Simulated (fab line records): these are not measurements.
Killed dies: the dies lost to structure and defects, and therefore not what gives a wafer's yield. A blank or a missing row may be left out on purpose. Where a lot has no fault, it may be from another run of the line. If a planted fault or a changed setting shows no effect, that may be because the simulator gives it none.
fab line records | flow nandHarc | part 1 of 2: steps 1 to 25 of 35
[record] lots = 5 wafers = 15 lastDay = 32
route steps=1302 shown A_STAIRCASE@804
lots untouched by any fault: they come from a run of this same line in which no faults occurred
startH: the number of hours between the record's first day and the start of the first shown wafer of the lot | waitH: how many hours have passed since the lot's step before this one | " same as the row above | L1.1+2: a row that stands for several wafers | - no value, or no start given | * or withheld: withheld | < > ~ a bound
route shown NAME@n: a module of which the file shows steps, and the number in the route of the first | usual: average and standard deviation across the fault-free wafers | same: alike in all rows | chamber/n: place in a boat | sites: readings site by site | _std_site: the values' standard deviation | _edge_site: mean of outer sites minus mean of inner sites | radiusMm: for every site, how far away it sits from the centre of the wafer | mask NAME#n: copy n | behind: the most recent tool/chamber to have shaped the wafer | hold: why the lot was held/for how many hours/how that ended | device: names the non-switching transistor (n, p or np) | end of line: at the end of the route, the tests of the same wafers | a step without rows: its recipe alone | killed: the dies lost at the first sort to structure and to defects; this is not the yield of the wafer | map: shows each die of a wafer: x if killed, . if not, _ if none is there
set.NAME: the setting as run; set.NAME@STEP: as run at that earlier step | model.NAME: the simulator's own value behind a step, which no gauge read
a table for each step, a row for each wafer; lots at some steps of the route
services: a tool's chamber out of use, with start hour (startH, from the record's first day; less than 0 if before it), hours out, and reason
[[steps]]
[step NHARC_A_STAIRCASE_DEVELOP_288]
[recipe] timeS = 140
// columns lot.wafer tool chamber startH waitH
L075.2+5+6 lithoTrack-05 0 - -
L079.3+4+5 lithoTrack-05 0 - -
L088.2+5+6 lithoTrack-05 0 - -
L090.2+3+5 lithoTrack-02 0 - -
L095.1+4+5 lithoTrack-02 0 - -
[step NHARC_A_STAIRCASE_HARDBAKE_290]
[recipe] tempC = 120 timeS = 140
// columns lot.wafer tool chamber startH waitH
L075.2+5+6 lithoTrack-05 0 385.72 -
L079.3+4+5 lithoTrack-02 0 428.20 -
L088.2+5+6 lithoTrack-07 0 519.70 -
L090.2+3+5 lithoTrack-05 0 536.11 -
L095.1+4+5 lithoTrack-05 0 593.10 -
[step NHARC_A_STAIRCASE_DESCUM_291]
[recipe] timeS = 3 o2FlowSccm = 200 arFlowSccm = 0 biasPowerW = 0 chemistry = O2
[usual] drypumpMotorCurrentA = 5.7/0.4 oesProductAu = 1.004/0.016 rfVppV = 57.8/0.87 showerheadPlenumPTorr = 1.92/0.098 throttleValvePct = 11.311/0.0095
// columns lot.wafer tool chamber startH waitH drypumpMotorCurrentA oesProductAu rfHoursCounterH rfVppV showerheadPlenumPTorr throttleValvePct
L075.2 rieDiel-02 0 385.80 - 5.6 1.001 46 58.3 1.80 11.311
L075.6 " 0 " " 5.6 1.007 - 58.1 1.80 11.313
L075.5 " 1 " " 5.4 1.017 - 58.8 1.96 11.329
L079.4 rieDiel-02 0 428.29 - 5.6 1.006 9 57.9 1.80 11.326
L079.3 " 1 " " 5.4 1.009 9 58.7 1.96 11.312
L079.5 " 3 " " 5.3 0.995 - 58.9 2.04 11.317
L088.2 rieDiel-01 2 519.83 - 5.7 0.999 51 56.1 1.84 11.311
L088.5 " 3 " " 5.2 0.969 - 58.4 1.95 11.321
L088.6 " 0 " " 6.1 0.999 - 58.6 1.82 11.310
L090.2 rieDiel-01 1 536.21 - 5.6 0.988 47 56.9 1.92 11.305
L090.3 " 2 " " 5.7 1.003 61 57.6 1.84 11.304
L090.5 " 1 " " 5.7 0.990 - 57.9 1.92 11.315
L095.1 rieDiel-02 0 593.19 - 5.6 0.995 1 57.1 1.78 11.305
L095.4 " 3 " " 5.3 0.984 1 57.5 2.02 11.323
L095.5 " 0 " " 5.6 0.992 - 56.8 1.78 11.311
[step NHARC_A_STAIRCASE_ETCH_292]
[recipe] cf4FlowSccm = 100 chf3FlowSccm = 30 arFlowSccm = 0 rfW = 500 biasW = 200 chemistry = CF4/CHF3
[usual] drypumpMotorCurrentA = 5.7/0.4 oesProductAu = 0.938/0.021 rfVppV = 370.8/2.6 showerheadPlenumPTorr = 1.58/0.076 throttleValvePct = 16.802/0.0082
// columns lot.wafer tool chamber startH waitH drypumpMotorCurrentA oesProductAu rfHoursCounterH rfVppV showerheadPlenumPTorr throttleValvePct
L075.2 rieDiel-02 3 385.91 0.1 5.3 0.918 45 373.8 1.67 16.792
L075.5 " 1 " " 5.4 0.936 - 373.1 1.61 16.802
L075.6 " 2 " " 5.9 0.950 - 367.4 1.50 16.800
L079.4 rieDiel-02 3 428.37 0.1 5.3 0.911 7 373.8 1.67 16.799
L079.3 " 1 " " 5.4 0.928 9 371.8 1.61 16.798
L079.5 " 2 " " 6.0 0.930 - 368.9 1.50 16.813
L088.2 rieDiel-01 3 519.96 0.1 5.2 0.898 50 371.6 1.60 16.806
L088.5 " 0 " " 6.2 0.920 - 367.5 1.50 16.794
L088.6 " 1 " " 5.7 0.904 - 371.9 1.58 16.809
L090.2 rieDiel-01 1 536.30 0.1 5.7 0.916 47 370.4 1.58 16.801
L090.3 " 3 " " 5.1 0.903 59 372.4 1.60 16.785
L090.5 " 1 " " 5.7 0.913 - 370.3 1.58 16.788
L095.4 rieDiel-02 1 593.27 0.1 5.4 0.973 1 371.8 1.60 16.786
L095.1 " 3 " " 5.2 0.949 1 374.5 1.66 16.798
L095.5 " 1 " " 5.3 0.981 - 369.0 1.60 16.807
[step NHARC_A_STAIRCASE_HM_OPEN_460]
[recipe] o2FlowSccm = 400 cosFlowSccm = 20 arFlowSccm = 0 rfW = 500 biasW = 300 chemistry = O2/COS
[usual] drypumpMotorCurrentA = 5.7/0.41 oesProductAu = 1.003/0.015 rfVppV = 467/3.2 showerheadPlenumPTorr = 3.14/0.15 throttleValvePct = 28.331/0.0092
// columns lot.wafer tool chamber startH waitH drypumpMotorCurrentA oesProductAu rfHoursCounterH rfVppV showerheadPlenumPTorr throttleValvePct
L075.2 rieDiel-02 3 - - 5.3 0.989 45 473 3.32 28.333
L075.5 " 0 " " 5.6 0.996 - 463 2.95 28.327
L075.6 " 1 " " 5.4 1.005 - 469 3.20 28.336
L079.4 rieDiel-02 2 - - 5.9 1.017 8 465 2.97 28.319
L079.3 " 3 " " 5.3 0.994 7 471 3.31 28.328
L079.5 " 3 " " 5.3 0.995 - 470 3.31 28.332
L088.2 rieDiel-01 3 - - 5.1 0.978 50 467 3.18 28.340
L088.6 " 3 " " 5.1 0.974 - 470 3.18 28.315
L088.5 " 0 " " 6.2 0.996 - 464 2.98 28.328
L090.2 rieDiel-01 0 - - 6.2 0.983 51 465 2.98 28.331
L090.3 " 2 " " 5.7 1.003 61 465 3.00 28.309
L090.5 " 3 " " 5.1 0.969 - 469 3.18 28.320
L095.4 rieDiel-02 0 - - 5.6 0.987 1 463 2.92 28.318
L095.1 " 1 " " 5.3 1.020 1 468 3.17 28.337
L095.5 " 0 " " 5.6 0.990 - 462 2.92 28.328
[step NHARC_A_STAIRCASE_STRIP_461]
[recipe] o2FlowSccm = 400 cosFlowSccm = 20 arFlowSccm = 0 biasW = 0 chemistry = O2/COS
// columns lot.wafer tool chamber startH waitH
L075.2+6+5 rieDiel-02 3,3,0 - -
L079.4+3+5 rieDiel-02 3,0,2 - -
L088.2+6+5 rieDiel-01 0,2,3 - -
L090.3+2+5 rieDiel-01 2,0,2 - -
L095.4+1+5 rieDiel-02 1,0,1 - -
[step NHARC_A_STAIRCASE_ETCH_452]
[recipe] targetDepthA = 300 overetchA = 30 timeS = 16.5 ionEnergyEv = 100 cf4FlowSccm = 80 o2FlowSccm = 20 arFlowSccm = 0 rfW = 300 biasW = 100 chemistry = CF4/O2
[usual] drypumpMotorCurrentA = 5.7/0.4 oesProductAu = 1.003/0.014 rfVppV = 198.0/1.7 showerheadPlenumPTorr = 1.34/0.068 throttleValvePct = 13.396/0.0094
// columns lot.wafer tool chamber startH waitH drypumpMotorCurrentA oesProductAu rfHoursCounterH rfVppV showerheadPlenumPTorr throttleValvePct
L075.2 rieDiel-02 3 - - 5.2 0.992 45 200.6 1.42 13.412
L075.6 " 2 " " 5.9 1.036 - 195.6 1.27 13.402
L075.5 " 3 " " 5.2 0.996 - 198.1 1.42 13.401
L079.4 rieDiel-02 0 - - 5.6 1.005 9 196.5 1.26 13.418
L079.3 " 1 " " 5.3 1.002 9 198.3 1.37 13.403
L079.5 " 3 " " 5.2 1.004 - 201.2 1.42 13.391
L088.2 rieDiel-01 0 - - 6.2 0.994 46 195.9 1.27 13.391
L088.5 " 0 " " 6.2 0.992 - 196.6 1.27 13.396
L088.6 " 1 " " 5.6 0.977 - 198.5 1.34 13.402
L090.2 rieDiel-01 1 - - 5.7 0.975 47 197.0 1.34 13.393
L090.3 " 2 " " 5.7 1.002 61 196.7 1.28 13.381
L090.5 " 1 " " 5.7 0.982 - 198.0 1.34 13.409
L095.1 rieDiel-02 1 - - 5.3 1.012 1 198.5 1.35 13.389
L095.4 " 0 " " 5.6 0.989 1 197.1 1.25 13.387
L095.5 " 2 " " 6.0 0.999 - 196.6 1.26 13.392
[step NHARC_A_STAIRCASE_ETCH_294]
[recipe] targetDepthA = 49890 timeS = 1211.6 ionEnergyEv = 800 c4f8FlowSccm = 80 o2FlowSccm = 60 arFlowSccm = withheld rfW = 600 biasW = 3000 chemistry = C4F8/O2/Ar
[usual] oesProductAu = 0.936/0.016 rfVppV = 1829/13
// columns lot.wafer tool chamber startH waitH oesProductAu rfHoursCounterH rfVppV
L075.2 rieDiel-02 2 - - 0.972 49 1814
L075.6 " 3 " " 0.937 - 1843
L075.5 " 0 " " 0.935 - 1813
L079.3 rieDiel-02 2 - - 0.936 8 1814
L079.4 " 1 " " 0.934 10 1832
L079.5 " 2 " " 0.945 - 1813
L088.2 rieDiel-01 0 - - 0.917 46 1815
L088.6 " 1 " " 0.917 - 1829
L088.5 " 2 " " 0.920 - 1816
L090.2 rieDiel-01 2 - - 0.928 61 1816
L090.3 " 0 " " 0.929 52 1815
L090.5 " 1 " " 0.930 - 1828
L095.4 rieDiel-02 0 - - 0.948 1 1809
L095.1 " 1 " " 0.954 1 1831
L095.5 " 2 " " 0.946 - 1811
[step NHARC_A_STAIRCASE_STRIP_295]
[recipe] o2FlowSccm = 500 arFlowSccm = 0 biasW = 0 chemistry = O2
[usual] drypumpMotorCurrentA = 5.7/0.41 oesProductAu = 1.005/0.017 rfVppV = 57.7/0.98 showerheadPlenumPTorr = 3.54/0.17 throttleValvePct = 17.037/0.0087
// columns lot.wafer tool chamber startH waitH drypumpMotorCurrentA oesProductAu rfHoursCounterH rfVppV showerheadPlenumPTorr throttleValvePct
L075.2 rieDiel-02 2 - - 6.0 1.022 49 57.1 3.37 17.041
L075.5 " 3 " " 5.2 0.987 - 56.8 3.75 17.015
L075.6 " 0 " " 5.7 1.014 - 57.6 3.34 17.022
L079.4 rieDiel-02 0 - - 5.6 1.005 9 56.3 3.33 17.043
L079.3 " 1 " " 5.3 1.000 10 58.5 3.61 17.025
L079.5 " 3 " " 5.2 0.996 - 59.2 3.74 17.033
L088.2 rieDiel-01 3 - - 5.1 0.965 51 59.1 3.59 17.053
L088.5 " 2 " " 5.7 1.002 - 56.9 3.40 17.032
L088.6 " 3 " " 5.1 0.974 - 56.6 3.59 17.025
L090.2 rieDiel-01 2 - - 5.7 1.003 61 58.2 3.39 17.029
L090.3 " 1 " " 5.7 0.983 48 57.3 3.55 17.040
L090.5 " 3 " " 5.1 0.983 - 57.7 3.59 17.034
L095.4 rieDiel-02 1 - - 5.4 1.018 1 57.3 3.58 17.049
L095.1 " 2 " " 5.9 0.995 2 56.0 3.33 17.035
L095.5 " 0 " " 5.6 0.994 - 56.5 3.30 17.026
[step NHARC_A_STAIRCASE_STRIP_296]
[recipe] timeS = 900 tempC = 130 chemistry = SPM
// columns lot.wafer tool chamber startH waitH
L075.6+2+5 wetBench-05 2,3,4 387.55 -
L079.5+3+4 wetBench-05 0,3,5 430.00 -
L088.5+2+6 wetBench-06 5,6,2 521.69 -
L090.3+5+2 wetBench-01 0,1,4 537.92 -
L095.4+5+1 wetBench-01 7,2,3 594.91 -
[step NHARC_A_STAIRCASE_PRECLEAN_297]
[recipe] timeS = * tempC = 50 bathAgeMin = 0 chemistry = SC1
// columns lot.wafer tool chamber startH waitH
L075.6+2+5 wetBench-05 2,3,4 - -
L079.5+3+4 wetBench-05 0,3,5 - -
L088.5+2+6 wetBench-06 5,6,2 - -
L090.3+5+2 wetBench-01 0,1,4 - -
L095.4+5+1 wetBench-01 7,2,3 - -
[step NHARC_A_STAIRCASE_SRD_298]
// columns lot.wafer tool chamber startH waitH
L075.6+2+5 wetBench-05 2,3,4 - -
L079.5+3+4 wetBench-05 0,3,5 - -
L088.5+2+6 wetBench-06 5,6,2 - -
L090.3+5+2 wetBench-01 0,1,4 - -
L095.4+5+1 wetBench-01 7,2,3 - -
[step NHARC_A_STAIRCASE_HM_DEP_462]
[recipe] targetThkA = 8000 tempC = 400 material = aC
[usual] throttleValvePct = 35.000/0.0097
// columns lot.wafer tool chamber startH waitH throttleValvePct
L075.2 aclDep-02 0 389.15 1.2 35.014
L075.5 " 0 " " 34.995
L075.6 " 0 " " 34.995
L079.3 aclDep-03 0 435.43 5.0 34.991
L079.4 " 0 " " 35.006
L079.5 " 0 " " 35.010
L088.2 aclDep-03 0 522.95 0.8 35.012
L088.5 " 0 " " 35.012
L088.6 " 0 " " 34.989
L090.2 aclDep-02 0 539.42 1.0 35.000
L090.3 " 0 " " 35.006
L090.5 " 0 " " 35.004
L095.1 aclDep-01 0 596.44 1.1 35.007
L095.4 " 0 " " 35.005
L095.5 " 0 " " 35.003
[step NHARC_A_STAIRCASE_DEP_301]
[recipe] targetThkA = 300 targetThkNm = 30 tempC = 400 pressureTorr = 3.5 flowSccm = 200 rfW = 350 material = SiON
[usual] heaterPowerW = 801/69
// columns lot.wafer tool chamber startH waitH heaterPowerW
L075.2 pecvd-02 0 390.77 1.3 706
L075.6 " 1 " " 899
L075.5 " 0 " " 713
L079.3 pecvd-02 1 436.66 0.9 838
L079.4 " 1 " " 868
L079.5 " 0 " " 694
L088.2 pecvd-04 2 524.52 1.3 840
L088.5 " 2 " " 849
L088.6 " 1 " " 769
L090.2 pecvd-02 2 540.97 1.2 743
L090.3 " 0 " " 686
L090.5 " 2 " " 722
L095.1 pecvd-04 0 598.38 1.6 707
L095.5 " 1 " " 823
L095.4 " 2 " " 891
[step NHARC_A_STAIRCASE_DEHYDRATE_302]
[recipe] tempC = 150 timeS = 120
// columns lot.wafer tool chamber startH waitH
L075.2+5+6 lithoTrack-02 0 391.09 0.3
L079.3+4+5 lithoTrack-07 0 436.93 0.2
L088.2+5+6 lithoTrack-02 0 524.80 0.2
L090.2+3+5 lithoTrack-05 0 541.24 0.2
L095.1+4+5 lithoTrack-05 0 598.59 0.2
[step NHARC_A_STAIRCASE_HMDS_303]
[recipe] timeS = 30
// columns lot.wafer tool chamber startH waitH
L075.2+5+6 lithoTrack-02 0 - -
L079.3+4+5 lithoTrack-07 0 - -
L088.2+5+6 lithoTrack-02 0 - -
L090.2+3+5 lithoTrack-05 0 - -
L095.1+4+5 lithoTrack-05 0 - -
[step NHARC_A_STAIRCASE_COAT_304]
[recipe] spinRpm = 1200
// columns lot.wafer tool chamber startH waitH
L075.2+5+6 lithoTrack-02 0 - -
L079.3+4+5 lithoTrack-07 0 - -
L088.2+5+6 lithoTrack-02 0 - -
L090.2+3+5 lithoTrack-05 0 - -
L095.1+4+5 lithoTrack-05 0 - -
[step NHARC_A_STAIRCASE_SOFTBAKE_305]
[recipe] tempC = 135 timeS = 170
// columns lot.wafer tool chamber startH waitH
L075.2+5+6 lithoTrack-02 0 - -
L079.3+4+5 lithoTrack-07 0 - -
L088.2+5+6 lithoTrack-02 0 - -
L090.2+3+5 lithoTrack-05 0 - -
L095.1+4+5 lithoTrack-05 0 - -
[step NHARC_A_STAIRCASE_EBR_306]
// columns lot.wafer tool chamber startH waitH
L075.2+5+6 lithoTrack-02 0 - -
L079.3+4+5 lithoTrack-07 0 - -
L088.2+5+6 lithoTrack-02 0 - -
L090.2+3+5 lithoTrack-05 0 - -
L095.1+4+5 lithoTrack-05 0 - -
[step NHARC_A_STAIRCASE_EXPOSE_307]
[recipe] na = 0.5 doseMj = 45.72 maskId = CHOP_50
// columns lot.wafer tool chamber startH waitH mask
L075.2+5+6 krfScanner-02 0 391.30 - CHOP_50#0
L079.3+4+5 krfScanner-03 0 437.28 - CHOP_50#0
L088.2+5+6 krfScanner-01 0 525.13 - CHOP_50#0
L090.2+3+5 krfScanner-03 0 541.58 - CHOP_50#0
L095.1+4+5 krfScanner-01 0 598.92 - CHOP_50#0
[step NHARC_A_STAIRCASE_PEB_308]
[recipe] pebTempC = 115 pebTimeS = 130
// columns lot.wafer tool chamber startH waitH
L075.2+5+6 lithoTrack-07 0 391.37 0.1
L079.3+4+5 lithoTrack-07 0 437.33 0.1
L088.2+5+6 lithoTrack-02 0 525.20 0.1
L090.2+3+5 lithoTrack-07 0 541.64 0.1
L095.1+4+5 lithoTrack-07 0 598.99 0.1
[step NHARC_A_STAIRCASE_DEVELOP_309]
[recipe] timeS = 140
// columns lot.wafer tool chamber startH waitH
L075.2+5+6 lithoTrack-07 0 - -
L079.3+4+5 lithoTrack-07 0 - -
L088.2+5+6 lithoTrack-02 0 - -
L090.2+3+5 lithoTrack-07 0 - -
L095.1+4+5 lithoTrack-07 0 - -
[step NHARC_A_STAIRCASE_HARDBAKE_311]
[recipe] tempC = 120 timeS = 140
// columns lot.wafer tool chamber startH waitH
L075.2+5+6 lithoTrack-02 0 391.59 -
L079.3+4+5 lithoTrack-07 0 437.56 -
L088.2+5+6 lithoTrack-05 0 525.42 -
L090.2+3+5 lithoTrack-05 0 541.86 -
L095.1+4+5 lithoTrack-02 0 599.20 -
[step NHARC_A_STAIRCASE_DESCUM_312]
[recipe] timeS = 3 o2FlowSccm = 200 arFlowSccm = 0 biasPowerW = 0 chemistry = O2
[usual] drypumpMotorCurrentA = 5.7/0.37 oesProductAu = 0.996/0.012 rfVppV = 57.8/0.92 showerheadPlenumPTorr = 1.90/0.086 throttleValvePct = 11.310/0.0091
// columns lot.wafer tool chamber startH waitH drypumpMotorCurrentA oesProductAu rfHoursCounterH rfVppV showerheadPlenumPTorr throttleValvePct
L075.2 rieDiel-01 3 394.49 - 5.1 0.960 4 56.6 1.97 11.319
L075.5 " 1 " " 5.6 0.985 - 57.1 1.94 11.307
L075.6 " 2 " " 5.6 0.984 - 57.7 1.85 11.321
L079.3 rieDiel-02 2 437.65 - 5.9 1.010 9 58.3 1.82 11.324
L079.4 " 0 " " 5.6 1.004 10 57.6 1.80 11.305
L079.5 " 1 " " 5.3 1.000 - 58.3 1.96 11.303
L088.2 rieDiel-01 3 525.53 - 5.1 0.970 53 59.5 1.95 11.321
L088.6 " 0 " " 6.2 0.993 - 57.3 1.82 11.310
L088.5 " 1 " " 5.7 0.971 - 57.6 1.93 11.317
L090.3 rieDiel-01 3 541.95 - 5.2 0.975 62 58.9 1.95 11.306
L090.2 " 1 " " 5.7 0.992 49 58.9 1.92 11.304
L090.5 " 0 " " 6.2 0.999 - 57.0 1.82 11.307
L095.4 rieDiel-13 1 599.30 - 6.2 0.998 26 58.3 2.01 11.299
L095.1 " 3 " " 5.2 1.010 24 57.1 1.98 11.304
L095.5 " 1 " " 6.2 1.005 - 57.7 2.01 11.305
[step NHARC_A_STAIRCASE_ETCH_313]
[recipe] cf4FlowSccm = 100 chf3FlowSccm = 30 arFlowSccm = 0 rfW = 500 biasW = 200 chemistry = CF4/CHF3
[usual] drypumpMotorCurrentA = 5.6/0.36 oesProductAu = 0.924/0.011 rfVppV = 370.3/2.2 showerheadPlenumPTorr = 1.56/0.065 throttleValvePct = 16.802/0.0086
// columns lot.wafer tool chamber startH waitH drypumpMotorCurrentA oesProductAu rfHoursCounterH rfVppV showerheadPlenumPTorr throttleValvePct
L075.2 rieDiel-01 1 394.68 0.2 5.7 0.925 2 370.9 1.59 16.796
L075.6 " 2 " " 5.7 0.922 - 367.4 1.53 16.787
L075.5 " 3 " " 5.1 0.912 - 372.1 1.61 16.791
L079.4 rieDiel-02 0 437.73 0.1 5.6 0.921 10 367.2 1.48 16.801
L079.3 " 3 " " 5.2 0.910 8 373.4 1.67 16.804
L079.5 " 0 " " 5.6 0.926 - 367.6 1.48 16.809
L088.2 rieDiel-01 1 525.61 0.1 5.6 0.911 43 372.1 1.58 16.797
L088.5 " 3 " " 5.2 0.905 - 370.6 1.60 16.789
L088.6 " 0 " " 6.2 0.920 - 368.4 1.50 16.785
L090.3 rieDiel-01 1 542.06 0.1 5.7 0.912 49 372.1 1.58 16.799
L090.2 " 3 " " 5.1 0.909 62 371.1 1.60 16.800
L090.5 " 0 " " 6.2 0.918 - 366.9 1.50 16.792
L095.4 rieDiel-13 2 599.38 0.1 5.5 0.914 27 372.8 1.65 16.801
L095.1 " 1 " " 6.1 0.924 26 371.5 1.65 16.799
L095.5 " 2 " " 5.5 0.920 - 373.6 1.65 16.802
